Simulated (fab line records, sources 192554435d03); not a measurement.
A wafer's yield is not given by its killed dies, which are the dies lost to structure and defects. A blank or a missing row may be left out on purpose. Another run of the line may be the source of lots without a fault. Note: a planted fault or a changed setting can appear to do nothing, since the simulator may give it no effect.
One fault seen from 2 desks    flow n5 finfet    numbers are kept per desk, each desk with only its own; the story behind them comes last

AT THE TOOL OWNER'S DESK: rie metal-02
The tool's own readings at N5_MIM_BOT_ETCH_ETCH_03 (etches the open film in Cl2/BCl3, target depth 12 nm): means of the sampled wafers that have a number, for each lot that ran on this tool. Marked OUT: a lot whose mean sits more than 4 standard deviations from the usual mean, which makes it out of limits; the brackets give that distance.
Columns: A = bias w at N5_MIM_BOT_ETCH_ETCH_03, usual 100.0 W; B = drypump motor current A at N5_MIM_BOT_ETCH_ETCH_03, usual 5.5 A; C = oes product au at N5_MIM_BOT_ETCH_ETCH_03, usual 0.76 a.u.; D = throttle valve pct at N5_MIM_BOT_ETCH_ETCH_03, usual 27.53 %
lot   first seen here  A               B    C     D
L651  day 12 20:35     99.9            5.3  0.75  27.27
L661  day 15 04:03     94.1 (-19) OUT  5.3  0.73  27.29
L673  day 20 06:14     100.2           5.4  0.87  27.16
Finding of this desk: L661 out of limits; the first was L661 at day 15 04:03, on bias w at N5_MIM_BOT_ETCH_ETCH_03. Within limits: L651, L673.

THE DEFECT DESK
What the inspections along the route counted, lot by lot: means of the sampled wafers that have a number. Marked OUT: a lot whose mean sits more than 4 standard deviations from the usual mean, which makes it out of limits; the brackets give that distance.
Columns: A = raw defect count at N5_MIM_TOP_LITHO_INSPECT_12, usual 2.3
lot   first seen here  A
L651  day 12 19:32     3.7
L652  day 13 03:51     2.0
L653  day 13 16:32     1.7
L661  day 15 02:55     2.3
L665  day 16 21:17     1.0
L668  day 16 21:34     2.3
L667  day 17 02:40     1.0
L671  day 17 13:19     2.3
L670  day 17 13:29     1.3
L672  day 18 11:59     2.3
L673  day 20 05:18     1.7
This desk found nothing out of limits on any of the 11 lots.

BROUGHT TOGETHER
The tool owner's desk could have raised an alarm at day 15 04:03, on L661.
Nothing the defect desk looked at was out of limits.
The defect desk has L661 on record, within its limits.
Of the lots named, all ran N5_MIM_BOT_ETCH_ETCH_03 on rie metal-02.

WHAT THE SIMULATOR HAD PUT IN
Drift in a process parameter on rie metal-02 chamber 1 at N5_MIM_BOT_ETCH_ETCH_03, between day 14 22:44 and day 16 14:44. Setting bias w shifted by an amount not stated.
Shown lots that were struck: L661.
Time in hours from fault onset to the first out-of-limits reading at each desk: the tool owner's desk, 5.
